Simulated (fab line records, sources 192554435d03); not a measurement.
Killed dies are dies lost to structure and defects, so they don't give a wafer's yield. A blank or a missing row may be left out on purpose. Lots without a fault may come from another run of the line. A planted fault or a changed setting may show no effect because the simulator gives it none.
Which tool did it? | flow n5_finfet | 24 lots, 72 wafers sampled, at 2 steps of a route of 1938

WHAT THE GAUGES READ, wafer by wafer
N5_MOL_CONTACT_COAG_OVL_MEAS_09.
lot  | measured     | on         | CA_OVL (nm)
L074 | day 4 15:02  | overlay-02 | -0.9 -0.9 -0.8
L075 | day 4 23:28  | overlay-02 | -1.3 -0.3 -0.7
L076 | day 5 06:11  | overlay-01 | 0.1 -1.0 -0.7
L077 | day 5 08:58  | overlay-02 | -1.7 -0.9 -0.7
L078 | day 5 14:19  | overlay-02 | 0.4 0.5 -0.4
L079 | day 5 20:36  | overlay-01 | 0.0 0.0 0.0
L080 | day 6 03:54  | overlay-01 | -0.5 -0.7 -0.2
L081 | day 6 11:07  | overlay-02 | -0.7 0.0 -0.1
L082 | day 6 14:02  | overlay-01 | -0.5 -1.1 -2.6
L083 | day 6 21:56  | overlay-01 | 1.2 0.5 0.6
L084 | day 7 06:46  | overlay-01 | -0.4 0.1 -0.2
L085 | day 7 15:40  | overlay-01 | -0.1 -0.9 -0.7
L086 | day 7 20:16  | overlay-02 | -1.2 -0.7 -1.3
L087 | day 8 04:59  | overlay-01 | -1.4 0.0 -1.2
L088 | day 8 05:22  | overlay-01 | -1.1 -0.2 -0.1
L089 | day 8 06:43  | overlay-01 | -0.5 -0.1 -0.1
L091 | day 9 01:57  | overlay-02 | -0.8 -0.5 -0.3
L090 | day 9 03:12  | overlay-02 | 0.3 -1.0 0.0
L092 | day 9 06:23  | overlay-01 | -0.4 -0.7 -0.3
L093 | day 9 10:56  | overlay-02 | -1.5 -0.9 -0.8
L094 | day 9 16:12  | overlay-01 | 0.0 -1.2 1.2
L095 | day 9 23:26  | overlay-01 | -1.1 -1.1 -1.4
L096 | day 10 05:43 | overlay-02 | -0.9 0.1 -0.8
L097 | day 10 15:13 | overlay-02 | -0.5 0.1 0.5

N5_MOL_CONTACT_COAG_INSPECT_10: inspects for defects (brightfield).
lot  | measured     | on                | raw_defect_count
L074 | day 4 15:05  | defect_inspect-02 | 79 96 83
L075 | day 4 23:31  | defect_inspect-02 | 71 68 63
L076 | day 5 06:14  | defect_inspect-01 | 78 40 53
L077 | day 5 09:01  | defect_inspect-01 | 37 69 40
L078 | day 5 14:22  | defect_inspect-01 | 86 109 54
L079 | day 5 20:38  | defect_inspect-01 | 82 62 120
L080 | day 6 03:58  | defect_inspect-02 | 41 45 48
L081 | day 6 11:10  | defect_inspect-02 | 132 97 85
L082 | day 6 14:05  | defect_inspect-01 | 65 113 157
L083 | day 6 21:59  | defect_inspect-02 | 53 64 50
L084 | day 7 06:49  | defect_inspect-01 | 62 72 89
L085 | day 7 15:43  | defect_inspect-02 | 61 52 84
L086 | day 7 20:19  | defect_inspect-01 | 65 107 96
L087 | day 8 05:01  | defect_inspect-02 | 57 29 74
L088 | day 8 05:26  | defect_inspect-02 | 55 139 75
L089 | day 8 06:47  | defect_inspect-02 | 45 57 43
L091 | day 9 02:01  | defect_inspect-01 | 51 67 56
L090 | day 9 03:15  | defect_inspect-01 | 91 44 70
L092 | day 9 06:26  | defect_inspect-01 | 57 71 61
L093 | day 9 11:00  | defect_inspect-01 | 100 72 46
L094 | day 9 16:16  | defect_inspect-02 | 93 116 78
L095 | day 9 23:29  | defect_inspect-01 | 52 76 64
L096 | day 10 05:47 | defect_inspect-01 | 69 64 36
L097 | day 10 15:17 | defect_inspect-01 | 65 67 81

WHICH TOOL RAN EACH LOT (tool, then ch and the chambers of the sampled wafers, then the start)
The record holds no process step before these readings.

WHAT THE TOOLS THEMSELVES READ (means of the sampled wafers that have a number; where no wafer has one, the mark that the record gives instead)
The record holds no such reading with a usual standard deviation.

THE ANSWER, worked out from the rows above alone
Rule: what is usual is taken from the lots themselves. Put in order of their means at a reading, lots are off if they are a third of the lots or fewer, leave a main group of 4 or more, and stand apart from it by a gap of 3 or more times the standard deviation of the main group's means; of several such gaps the widest counts. A main group whose means are all the same, to the digits that the tables above print for the reading, isn't used. A lot without any number at a reading at which 4 lots or more have one is off too. The other lots that the step has rows for count as sound. The gauges are gone through in route order, then the tools' own readings, and for those a lot's mean is taken as printed above. The first step at which some lot is off is used, and at that step the reading that is off furthest; a lot without a number counts as furthest.
No lot is off at any reading shown: from this, nothing can be told.

WHAT THE SIMULATOR HAD PUT IN
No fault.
